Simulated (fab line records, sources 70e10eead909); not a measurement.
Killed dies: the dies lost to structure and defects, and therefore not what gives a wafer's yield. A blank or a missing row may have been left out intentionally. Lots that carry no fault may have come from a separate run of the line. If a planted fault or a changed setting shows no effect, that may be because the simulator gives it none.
Which tool was responsible?	flow nandHarc	7 lots with 21 wafers sampled at 4 steps, on a route of 1159 steps

## WHAT THE GAUGES SHOWED, per wafer
NHARC_P_GATE_CD_MEAS_59: target cd 720 nm.
lot	measured	on	cdNm (nm)
L286	day 5 06:11	cdSem-03	717.5 720.4 717.6
L290	day 6 09:34	cdSem-03	716.0 717.6 715.4
L291	day 6 23:10	cdSem-02	723.5 722.2 722.4
L294	day 7 11:35	cdSem-03	715.4 714.2 717.7
L296	day 8 15:43	cdSem-03	- - -
L300	day 9 02:57	cdSem-02	- - -
L306	day 10 15:47	cdSem-03	721.7 725.4 721.5

## EACH LOT AND THE TOOL THAT RAN IT (in order: tool; ch and the chambers of the sampled wafers; start)
lot	NHARC_P_GATE_ALD_36	NHARC_P_GATE_STRIP_111	NHARC_P_GATE_EXPOSE_56
L286	aldSin-04 ch 0,2,3, day 4 17:41	plasmaAsher-02 ch 0,1, day 5 04:57	krfScanner-02 ch 0, day 5 06:01
L290	aldSin-04 ch 0,1,2, day 5 23:29	plasmaAsher-02 ch 0,1, day 6 08:30	krfScanner-02 ch 0, day 6 09:25
L291	aldSin-02 ch 1,2, day 6 11:43	plasmaAsher-01 ch 0, day 6 21:56	krfScanner-02 ch 0, day 6 23:00
L294	aldSin-04 ch 0,3, day 6 23:14	plasmaAsher-02 ch 0,1, day 7 10:20	krfScanner-02 ch 0, day 7 11:26
L296	aldSin-04 ch 1,2,3, day 8 02:42	plasmaAsher-01 ch 0,1, day 8 14:32	krfScanner-03, day 8 15:34
L300	aldSin-01 ch 0,2, day 8 13:58	plasmaAsher-01 ch 0, day 9 01:42	krfScanner-03, day 9 02:47
L306	aldSin-02 ch 0,1,3, day 10 03:16	plasmaAsher-02 ch 0,1, day 10 14:32	krfScanner-04 ch 0, day 10 15:38
- NHARC_P_GATE_ALD_36: deposits SiNx, target thk 20 nm, pulse time 60 s, ald cycles 223.
- NHARC_P_GATE_STRIP_111: strips in N2/H2, time 250 s.
- NHARC_P_GATE_EXPOSE_56: exposes mask P PSD, target cd 720 nm.

## THE ANSWER, worked out from the rows above alone
Rule: the lots themselves supply what counts as usual. Put in order of their means at a reading, lots are off if they are a third of the lots or fewer, leave a main group of 4 or more, and stand apart from it by a gap of 3 or more times the standard deviation of the main group's means; of several such gaps the widest counts. If all means in a main group match to the digits the tables above print for the reading, that group is not used. Also off: a lot with no number at a reading for which 4 or more lots have one. Any other lot the step has rows for is counted as sound.
Off, at NHARC_P_GATE_CD_MEAS_59 on cdNm: L296, L300. Without a number there: L296, L300. The main group: mean 719.2 nm, standard deviation 3.
If a tool, at a process step before that reading, ran all the lots that are off and no sound lot after the first of them, it fits. The gauges at NHARC_P_GATE_CD_MEAS_59 are tried like those tools. 2 tools fit, plasmaAsher-01 at NHARC_P_GATE_STRIP_111 and krfScanner-03 at NHARC_P_GATE_EXPOSE_56, so this cannot tell which one it is.

## WHAT THE SIMULATOR PUT IN
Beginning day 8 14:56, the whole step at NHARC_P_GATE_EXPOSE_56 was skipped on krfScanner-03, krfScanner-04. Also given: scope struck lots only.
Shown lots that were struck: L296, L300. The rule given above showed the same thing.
